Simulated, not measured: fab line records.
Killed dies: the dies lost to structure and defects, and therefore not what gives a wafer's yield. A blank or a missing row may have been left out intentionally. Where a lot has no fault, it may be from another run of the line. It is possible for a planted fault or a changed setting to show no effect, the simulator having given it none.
A struck lot beside a sound one / flow n5Finfet / 20 out of 1938 route steps
Sound: wafers L321.1, L321.5, L321.6. Wafers struck: L310.1, L310.3, L310.5. Last of all comes the cause.
Each step with rows lists, per side, the tool, then ch with its chambers, then its first start. Under that, the readings that differ: sound wafers / struck wafers / difference of the means / sigmas: that difference in standard deviations of wafers without a fault.
alike: same words and numbers on both sides, and readings whose means sit less than 2 such deviations apart. not compared: any withheld reading, any reading some wafer has no value for, any bound like >300 that may hide the same value, and any number with overlapping values for which the record gives no deviation.
A row with sigmas, a row that says differs or no value, or rows on one side alone: a step with any of these is where the two part. When numbers do not overlap yet have no deviation, they are printed without sigmas and do not part them. Lack of a reading on every wafer of one side parts them only where that side has two or more wafers.

first, 8 steps without rows for these wafers: N5_BEOL_M9_COAT_59 (time 60 s, resist thk 100 nm); N5_BEOL_M9_COAT_60 (time 60 s, resist thk 30 nm); N5_BEOL_M9_COAT_05 (resist thk 90 nm); N5_BEOL_M9_EBR_07; N5_BEOL_M9_SOFTBAKE_06 (time 60 s); N5_BEOL_M9_EXPOSE_08 (exposes mask M9); N5_BEOL_M9_PEB_09 (peb time 60 s); N5_BEOL_M9_DEVELOP_10 (develop time 30 s).
N5_BEOL_M9_CD_MEAS_11 targets a cd of 64.1 nm.
  sound on cdSem-02 ch 0, day 15 20:10; struck on cdSem-01 ch 0, day 12 07:47
  alike: cdNm
N5_BEOL_M9_OVL_MEAS_12:
  sound on overlay-02 ch 0, day 15 20:12; struck on overlay-01 ch 0, day 12 07:49
  alike: M9_OVL
N5_BEOL_M9_INSPECT_13: inspects for defects (brightfield).
  sound on defectInspect-01, day 15 20:13; struck on defectInspect-02, day 12 07:50
  alike: rawDefectCount
N5_BEOL_M9_DESCUM_16: chemistry O2, time 7.9 s.
  sound on rieDiel-01 ch 1,2, day 15 20:16; struck on rieDiel-03 ch 0,2, day 12 08:04
  alike: drypumpMotorCurrentA, oesProductAu, rfVppV, showerheadPlenumPTorr, throttleValvePct
  not compared: rfHoursCounterH
N5_BEOL_M9_ETCH_61: etches SiARC in CF4, target depth 39 nm, time 65 s.
  sound on rieDiel-01 ch 1,2, day 15 20:19; struck on rieDiel-03 ch 0,2, day 12 08:06
  no value came back on the struck wafers for any of 8 readings (biasW (W), cf4FlowSccm (sccm) and others); on the sound wafers biasW (W) reads 36.28 35.91 36.10
reading=model.CAR-ArF_of_BEOL_M9_COAT_05.thkNm (nm); sound=55.4 55.4 55.2; struck=83.6 83.2 83.4; difference=+28.1; sigmas=
  not compared: rfHoursCounterH
N5_BEOL_M9_ETCH_62: etches SOC in N2/H2, target depth 110 nm, overetch 22 nm, time 165 s.
  sound on rieDiel-01 ch 1,2, day 15 20:23; struck on rieDiel-03 ch 0,2, day 12 08:09
reading=oesProductAu (a.u.); sound=0.59 0.60 0.59; struck=0.27 0.27 0.27; difference=-0.32; sigmas=-6
  alike: biasW, chamberPressureMTorr, drypumpMotorCurrentA, rfVppV, showerheadPlenumPTorr, throttleValvePct
  not compared: rfHoursCounterH
then, 1 step without rows for these wafers: N5_BEOL_M9_STRIP_68 (strips in N2/H2).
N5_BEOL_M9_STRIP_67: strips in CF4.
  sound on rieDiel-01 ch 1,2, day 15 20:36; struck on rieDiel-03 ch 0,2, day 12 08:18
  alike: drypumpMotorCurrentA, oesProductAu, rfVppV, showerheadPlenumPTorr, throttleValvePct
  not compared: rfHoursCounterH
N5_BEOL_M9_HM_OPEN_17: chemistry Cl2/BCl3, target TiN, target depth 20 nm, overetch 6 nm.
  sound on rieMetal-03 ch 0,1, day 15 20:39; struck on rieMetal-01 ch 1, day 12 08:20
reading=oesProductAu (a.u.); sound=0.70 0.69 0.71; struck=0.22 0.23 0.23; difference=-0.47; sigmas=-6
reading=throttleValvePct (%); sound=21.93 22.25 21.93; struck=23.06 23.07 23.06; difference=+1.03; sigmas=+5
  alike: drypumpMotorCurrentA
  not compared: rfHoursCounterH
N5_BEOL_M9_STRIP_19: strips in O2.
  sound on rieDiel-03 ch 0,2,3, day 15 20:46; struck on rieDiel-01 ch 0,3, day 12 08:33
reading=drypumpMotorCurrentA (A); sound=5.3 5.5 5.4; struck=6.5 5.7 6.5; difference=+0.8; sigmas=+2
  alike: oesProductAu, rfVppV, showerheadPlenumPTorr, throttleValvePct
  not compared: rfHoursCounterH
N5_BEOL_M9_CD_MEAS_18: pitch 140 nm, target cd 70 nm.
  sound on cdSem-03, day 15 20:50; struck on cdSem-03, day 12 08:37
reading=cdNm (nm); sound=69.9 68.8 69.1; struck=- - -; difference=no value on the struck wafers; sigmas=
then, 1 step without rows for these wafers: N5_BEOL_M9_COAT_63 (time 60 s, resist thk 60 nm).

WHERE THEY PART
Earliest at N5_BEOL_M9_ETCH_61; latest, in this record, at N5_BEOL_M9_CD_MEAS_18.

WHY: what had been put in by the simulator
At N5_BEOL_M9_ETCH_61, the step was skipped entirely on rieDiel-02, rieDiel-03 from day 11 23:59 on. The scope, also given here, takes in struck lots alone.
